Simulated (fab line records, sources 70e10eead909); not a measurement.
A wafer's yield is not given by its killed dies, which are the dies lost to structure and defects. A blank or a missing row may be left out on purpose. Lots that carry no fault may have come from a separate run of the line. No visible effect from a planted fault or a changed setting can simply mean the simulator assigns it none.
A struck lot beside a sound one    flow nand harc    15 out of 1302 route steps
Sound: these wafers, L816.2, L816.4, L816.6. Wafers struck: L835.2, L835.4. The cause comes at the end.
Per side, at each step with rows, come the tool, then ch with its chambers, and then its first start. Under that, the readings that differ: sound wafers    struck wafers    difference of the means    sigmas: that difference in standard deviations of wafers without a fault.
alike: a reading whose means differ by less than 2 such deviations, as well as words and numbers matching on both sides. not compared: withheld readings; readings where some wafer has no value; bounds like >300 that might hide an equal value; numbers whose values overlap and for which the record gives no deviation.
A row with sigmas, a row that says differs or no value, or rows on one side alone: a step with any of these is where the two part. Non-overlapping numbers with no deviation appear without sigmas and do not part them. A reading that every wafer of one side lacks parts them only if that side has two wafers or more.

first, 1 step without rows for these wafers: NHARC_A_CONTACT_ETCH_134 (etches the open film in C4F8/O2/Ar, time 140 s, target depth 700 nm).
NHARC_A_CONTACT_ETCH_135: etches the open film in C4F8/O2/Ar, time 311 s, target depth 1912 nm.
  sound on har cap etch-02 ch 0, day 22 19:35; struck on har cap etch-01 ch 0,1, day 30 20:04
  alike: chamber pressure mTorr, oes air line au
  not compared: rf hours counter h
NHARC_A_CONTACT_ETCH_136: etches the open film in C4F8/O2/Ar, time 311 s, target depth 1912 nm.
  sound on har cap etch-02 ch 0, day 22 19:52; struck on har cap etch-01 ch 0,1, day 30 20:20
  alike: chamber pressure mTorr, oes air line au
  not compared: rf hours counter h
NHARC_A_CONTACT_ETCH_137: etches the open film in C4F8/O2/Ar, time 311 s, target depth 1912 nm.
  sound on har cap etch-02 ch 0, day 22 20:08; struck on har cap etch-01 ch 0,1, day 30 20:37
  alike: chamber pressure mTorr, oes air line au
  not compared: rf hours counter h
NHARC_A_CONTACT_ETCH_138: etches the open film in C4F8/O2/Ar, time 311 s, target depth 1914 nm.
  sound on har cap etch-02 ch 0, day 22 20:24; struck on har cap etch-01 ch 0,1, day 30 20:53
  alike: chamber pressure mTorr, oes air line au
  not compared: rf hours counter h
then, 2 steps without rows for these wafers: NHARC_A_CONTACT_ETCH_139 (etches the open film in C4F8/O2/Ar, time 195 s, target depth 840 nm); NHARC_A_CONTACT_ETCH_92 (etches the open film in CH3F/O2, target depth 40 nm, time 85.7 s).
NHARC_A_CONTACT_ETCH_98: etches the open film in C4F6/O2, target depth 20 nm, time 10 s.
  sound on rie diel-04 ch 0,2,3, day 22 21:23; struck on rie diel-01 ch 0,2
reading                sound              struck       difference  sigmas
oes product au (a.u.)  0.953 0.944 0.929  0.990 0.995  +0.050      +3
  alike: bias w, c4f6 flow sccm, drypump motor current A, rf vpp V, showerhead plenum p Torr, throttle valve pct
  not compared: rf hours counter h
NHARC_A_CONTACT_CD_MEAS_15:
  sound on cd sem-01 at day 22 21:28; struck on cd sem-01 at day 30 21:57
  alike: cd nm
then, 3 steps without rows for these wafers: NHARC_A_CONTACT_STRIP_107 (strips in N2/H2); NHARC_A_CONTACT_STRIP_108 (strips in CF4/CHF3); NHARC_A_CONTACT_STRIP_109 (strips in O2/COS).
NHARC_A_CONTACT_ETCH_110: etches the open film in CF4/O2, target depth 60 nm, overetch 6 nm, time 33 s.
  sound on rie diel-06 ch 2,3, day 22 21:46; struck on rie diel-01 ch 1,3, day 30 22:50
  no value came back on the struck wafers for any of 8 readings (bias w (W), cf4 flow sccm (sccm) and others); on the sound wafers bias w (W) reads 100.38 100.26 100.01
  not compared: rf hours counter h
then, 1 step without rows for these wafers: NHARC_A_CONTACT_STRIP_26 (strips in O2).
NHARC_END_SORT_01:
  the record has rows for the sound wafers here (prober-01 ch 0, day 25 04:04) and none for the struck ones

WHERE THEY PART
Last at NHARC_END_SORT_01 as far as this record goes, first at NHARC_A_CONTACT_ETCH_98.

WHY: what the simulator had put in
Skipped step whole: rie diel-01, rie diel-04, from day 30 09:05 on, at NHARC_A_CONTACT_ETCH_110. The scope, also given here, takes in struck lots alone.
